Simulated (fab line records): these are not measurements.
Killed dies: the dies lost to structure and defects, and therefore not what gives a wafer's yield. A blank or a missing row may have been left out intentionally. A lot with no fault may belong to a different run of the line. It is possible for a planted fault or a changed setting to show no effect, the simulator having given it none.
Struck lot and sound lot, side by side ; flow n5-finfet ; 14 steps out of a route of 1938
Sound: these wafers, L900.3, L900.4, L900.5. Wafers struck: L902.1, L902.2, L902.3. The cause is named last.
At each step with rows: each side's tool, then ch and its chambers, then its first start. Under that, the readings that differ: sound wafers ; struck wafers ; difference of the means ; sigmas: that difference in standard deviations of wafers without a fault.
alike: a reading whose means differ by less than 2 such deviations, as well as words and numbers matching on both sides. not compared: withheld readings; readings where some wafer has no value; bounds like >300 that might hide an equal value; numbers whose values overlap and for which the record gives no deviation.
Wherever a step has rows on one side only, a row that says differs or no value, or a row with sigmas, the two part there. Numbers that don't overlap but have no deviation are shown without sigmas and don't part them. A reading missing from all wafers of one side parts the sides only when that side holds two or more wafers.

first, 1 step without rows for these wafers: N5_BEOL_M12_PRE_CLEAN_52 (time 15 s).
N5_BEOL_M12_DEP_53: deposits SiCN from 3MS/NH3, target thk 30 nm, time 10.5 s.
  sound on pecvd-03 ch 0,1, day 11 11:05; struck on pecvd-03 ch 0,1,2, day 11 20:31
  alike: showerhead-plenum-p-Torr, showerhead-vpp-V, throttle-valve-pct
N5_BEOL_M12_RS_MEAS_54: a four-point-probe measurement.
  sound on film-metro-01, day 11 11:10; struck on film-metro-02, day 11 20:35
  alike: M12_RS
N5_BEOL_M12_INSPECT_55: inspects for defects (darkfield).
  sound on defect-inspect-02, day 11 11:11; struck on defect-inspect-02, day 11 20:37
  alike: raw-defect-count
N5_BEOL_M13_ILD_DEP_00: deposits SiOC from DEMS/O2, target thk 837.92 nm, time 166.4 s.
  sound on pecvd-02 ch 0,1, day 11 11:13; struck on pecvd-02 ch 0,1,2, day 11 20:38
  alike: heater-power-w, showerhead-plenum-p-Torr, showerhead-vpp-V, throttle-valve-pct
N5_BEOL_M13_THK_MEAS_01:
  sound on film-metro-01, day 11 11:22; struck on film-metro-01, day 11 20:48
  alike: M13_ILD_THK
then, 6 steps without rows for these wafers: N5_BEOL_M13_COAT_58 (time 60 s, resist thk 89 nm); N5_BEOL_M13_COAT_04 (resist thk 400 nm); N5_BEOL_M13_EBR_06; N5_BEOL_M13_SOFTBAKE_05 (time 60 s); N5_BEOL_M13_EXPOSE_07 (exposes mask V12); N5_BEOL_M13_PEB_08 (peb time 90 s).
N5_BEOL_M13_DEVELOP_09: develop time 45 s.
  sound on litho-track-02 ch 0, day 11 11:34; struck on litho-track-03, day 11 21:07
  no value came back on the struck wafers for chill-plate-temp-C (C), develop-time-s (s), exhaust-pa (Pa); on the sound wafers chill-plate-temp-C (C) reads 22.98 23.08 23.11
reading;sound;struck;difference;sigmas
model.coat_of_BEOL_M13_COAT_04.thk-nm (nm);385.2 383.8 384.2;398 398.6 398.8;+14;
then, 1 step without rows for these wafers: N5_BEOL_M13_HARDBAKE_14 (time 120 s).

== WHERE THEY PART ==
N5_BEOL_M13_DEVELOP_09 only, going by this record.

WHY: what had been put in by the simulator
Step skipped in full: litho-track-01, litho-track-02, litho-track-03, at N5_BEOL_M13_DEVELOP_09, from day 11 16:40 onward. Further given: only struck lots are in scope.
